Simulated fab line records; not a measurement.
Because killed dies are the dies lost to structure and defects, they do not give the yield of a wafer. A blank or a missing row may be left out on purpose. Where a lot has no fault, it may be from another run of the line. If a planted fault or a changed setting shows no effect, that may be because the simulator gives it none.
Matching of chambers + flow nand-harc + 4 sister chambers for NHARC_P_ZERO_WELL_DESCUM_39 on rie-diel-08
The step chemistry O2, time 3 s. 8 wafers are shown with their chamber, then 7 later ones without.

EACH WAFER AND ITS CHAMBER
| wafer  | chamber | drypump-motor-current-A (A) | throttle-valve-pct (%) |
|--------|---------|-----------------------------|------------------------|
| L075.2 | 2       | 5.5                         | 11.303                 |
| L077.2 | 3       | 6.0                         | 11.300                 |
| L077.4 | 0       | 6.3                         | 11.321                 |
| L077.1 | 2       | 5.6                         | 11.303                 |
| L077.5 | 0       | 6.3                         | 11.312                 |
| L077.6 | 1       | 6.7                         | 11.314                 |
| L080.1 | 3       | 5.9                         | 11.312                 |
| L080.2 | 1       | 6.6                         | 11.308                 |

WAFERS MISSING THEIR CHAMBER
| wafer  | drypump-motor-current-A (A) | throttle-valve-pct (%) |
|--------|-----------------------------|------------------------|
| L080.6 | 6.3                         | 11.312                 |
| L085.2 | 5.9                         | 11.322                 |
| L085.3 | 6.7                         | 11.298                 |
| L085.5 | 5.6                         | 11.317                 |
| L089.1 | 5.9                         | 11.308                 |
| L089.2 | 6.3                         | 11.318                 |
| L089.3 | 5.6                         | 11.306                 |

WHICH CHAMBER EACH ONE RAN IN
| wafer  | from the rows above | in truth |
|--------|---------------------|----------|
| L080.6 | 0                   | 0        |
| L085.2 | 3                   | 3        |
| L085.3 | 1                   | 1        |
| L085.5 | 2                   | 2        |
| L089.1 | 3                   | 3        |
| L089.2 | 0                   | 0        |
| L089.3 | 2                   | 2        |
Correctly placed: 7 of 7. Left unplaced by these rows: 0. Placed wrongly: 0.
How it was worked out, from the rows above alone: a wafer's distance from a chamber is the root of the sum, over the readings, of the square of ((its reading less the chamber's mean) divided by the reading's scatter). If the next closest chamber is less than 2 further off than the closest, the wafer can't be placed; otherwise it belongs to the closest. The mean given for a chamber averages the wafers shown for that chamber. How the scatter is found: for the shown wafers, subtract from each reading the mean of its chamber, square and add these, divide the total by (wafers less chambers), then take the root.
